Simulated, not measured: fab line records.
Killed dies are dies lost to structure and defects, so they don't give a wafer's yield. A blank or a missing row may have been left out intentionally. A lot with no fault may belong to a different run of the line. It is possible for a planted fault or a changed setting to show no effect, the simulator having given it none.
Split-lot study / flow n5 finfet / 7 lots, 21 wafers read, on a route of 1938 steps

== THE SPLIT ITSELF ==
At N5_SD_EPI_N_DESCUM_14 (chemistry O2, time 7.9 s), the setting time s was moved away from the recipe's 7.9 s on 9 of the 21 wafers read, by -11.9% to +21.5%. For the rest of the wafers, this setting stayed at what the recipe calls for.

No step appears in the file between the split and the reading.

== THE READING ==
CAR-ArF-block_of_SD_EPI_N_COAT_03.thk nm (the simulator's own value, which no gauge read), in nm, at N5_SD_EPI_N_ETCH_34 (etches SiARC in CF4, target depth 45.5 nm, time 75.8 s). There is no usual value for it anywhere in the file. The 12 wafers here that ran the recipe average 111.2 nm, standard deviation 0.42 nm.

wafer=L075.1; tool, chamber at the split=rie diel-04, 1; time s as run, s=6.962; against the recipe=-11.9%; CAR-ArF-block_of_SD_EPI_N_COAT_03.thk nm, nm=111.8; against lot-mates on the recipe=no lot-mate on the recipe
wafer=L075.3; tool, chamber at the split=rie diel-04, 0; time s as run, s=6.962; against the recipe=-11.9%; CAR-ArF-block_of_SD_EPI_N_COAT_03.thk nm, nm=112; against lot-mates on the recipe=no lot-mate on the recipe
wafer=L075.5; tool, chamber at the split=rie diel-04, 2; time s as run, s=6.962; against the recipe=-11.9%; CAR-ArF-block_of_SD_EPI_N_COAT_03.thk nm, nm=112.2; against lot-mates on the recipe=no lot-mate on the recipe
wafer=L081.4; tool, chamber at the split=rie diel-02, 0; time s as run, s=7.9; against the recipe=recipe; CAR-ArF-block_of_SD_EPI_N_COAT_03.thk nm, nm=111.4; against lot-mates on the recipe=-
wafer=L081.5; tool, chamber at the split=rie diel-02, 2; time s as run, s=7.9; against the recipe=recipe; CAR-ArF-block_of_SD_EPI_N_COAT_03.thk nm, nm=110.8; against lot-mates on the recipe=-
wafer=L081.6; tool, chamber at the split=rie diel-02, 1; time s as run, s=7.9; against the recipe=recipe; CAR-ArF-block_of_SD_EPI_N_COAT_03.thk nm, nm=110.8; against lot-mates on the recipe=-
wafer=L082.1; tool, chamber at the split=rie diel-02, 3; time s as run, s=7.9; against the recipe=recipe; CAR-ArF-block_of_SD_EPI_N_COAT_03.thk nm, nm=111.4; against lot-mates on the recipe=-
wafer=L082.4; tool, chamber at the split=rie diel-02, 1; time s as run, s=7.9; against the recipe=recipe; CAR-ArF-block_of_SD_EPI_N_COAT_03.thk nm, nm=111.2; against lot-mates on the recipe=-
wafer=L082.5; tool, chamber at the split=rie diel-02, 0; time s as run, s=7.9; against the recipe=recipe; CAR-ArF-block_of_SD_EPI_N_COAT_03.thk nm, nm=111.6; against lot-mates on the recipe=-
wafer=L085.2; tool, chamber at the split=rie diel-02, 2; time s as run, s=7.385; against the recipe=-6.5%; CAR-ArF-block_of_SD_EPI_N_COAT_03.thk nm, nm=112; against lot-mates on the recipe=+0.6
wafer=L085.4; tool, chamber at the split=rie diel-02, 1; time s as run, s=7.9; against the recipe=recipe; CAR-ArF-block_of_SD_EPI_N_COAT_03.thk nm, nm=111.4; against lot-mates on the recipe=-
wafer=L085.6; tool, chamber at the split=rie diel-02, 1; time s as run, s=7.385; against the recipe=-6.5%; CAR-ArF-block_of_SD_EPI_N_COAT_03.thk nm, nm=111.6; against lot-mates on the recipe=+0.2
wafer=L086.4; tool, chamber at the split=rie diel-04, 3; time s as run, s=9.598; against the recipe=+21.5%; CAR-ArF-block_of_SD_EPI_N_COAT_03.thk nm, nm=110; against lot-mates on the recipe=-1.0
wafer=L086.5; tool, chamber at the split=rie diel-04, 3; time s as run, s=9.598; against the recipe=+21.5%; CAR-ArF-block_of_SD_EPI_N_COAT_03.thk nm, nm=109.6; against lot-mates on the recipe=-1.4
wafer=L086.6; tool, chamber at the split=rie diel-04, 0; time s as run, s=7.9; against the recipe=recipe; CAR-ArF-block_of_SD_EPI_N_COAT_03.thk nm, nm=111; against lot-mates on the recipe=-
wafer=L089.4; tool, chamber at the split=rie diel-01, 2; time s as run, s=7.9; against the recipe=recipe; CAR-ArF-block_of_SD_EPI_N_COAT_03.thk nm, nm=110.4; against lot-mates on the recipe=-
wafer=L089.5; tool, chamber at the split=rie diel-01, 2; time s as run, s=7.143; against the recipe=-9.6%; CAR-ArF-block_of_SD_EPI_N_COAT_03.thk nm, nm=111.2; against lot-mates on the recipe=+0.7
wafer=L089.6; tool, chamber at the split=rie diel-01, 1; time s as run, s=7.9; against the recipe=recipe; CAR-ArF-block_of_SD_EPI_N_COAT_03.thk nm, nm=110.6; against lot-mates on the recipe=-
wafer=L097.1; tool, chamber at the split=rie diel-01, 3; time s as run, s=7.9; against the recipe=recipe; CAR-ArF-block_of_SD_EPI_N_COAT_03.thk nm, nm=111.8; against lot-mates on the recipe=-
wafer=L097.2; tool, chamber at the split=rie diel-01, 0; time s as run, s=7.9; against the recipe=recipe; CAR-ArF-block_of_SD_EPI_N_COAT_03.thk nm, nm=111.6; against lot-mates on the recipe=-
wafer=L097.3; tool, chamber at the split=rie diel-01, 1; time s as run, s=9.408; against the recipe=+19.1%; CAR-ArF-block_of_SD_EPI_N_COAT_03.thk nm, nm=110.6; against lot-mates on the recipe=-1.1

THE FIT
A straight line over all 21 wafers: CAR-ArF-block_of_SD_EPI_N_COAT_03.thk nm changes by -0.0572 nm for each +1% of time s; r = -0.81; the points scatter about the line by 0.41 nm.
The same after taking each lot's own level away (the mean of its wafers on the recipe; 18 wafers): -0.0581 nm for each +1%; r = -0.95; scatter 0.18 nm.
The reading moves by 1.2 nm for the largest change in time s, on that fit.
The span of the lots' own levels, 110.50 to 111.70 nm, comes to 2.8 times the standard deviation stated above.
The two slopes are in agreement: the lot-to-lot level therefore moves the slope only a little.
Check: -1.35 nm against its lot-mates is what the line predicts for one of the wafers moved furthest among these (+21.5%) when that wafer is left out of the fit. It came out at -1 nm against them.

== THE WHOLE CHAIN: every reading that the file lists as answering this split, in the file's order ==
step=N5_SD_EPI_N_DESCUM_14; what it does=chemistry O2, time 7.9 s; reading=CAR-ArF-block_of_SD_EPI_N_COAT_03.thk nm (the simulator's own value, which no gauge read); change (the file's fit)=-0.0564 nm for each +1% of the setting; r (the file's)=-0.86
step=N5_SD_EPI_N_ETCH_34; what it does=etches SiARC in CF4, target depth 45.5 nm, time 75.8 s; reading=CAR-ArF-block_of_SD_EPI_N_COAT_03.thk nm (the simulator's own value, which no gauge read); change (the file's fit)=-0.0584 nm for each +1% of the setting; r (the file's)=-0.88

== FILE'S OWN FIT ==
CAR-ArF-block_of_SD_EPI_N_COAT_03.thk nm changes by -0.0584 nm for each +1% of time s, r = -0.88.
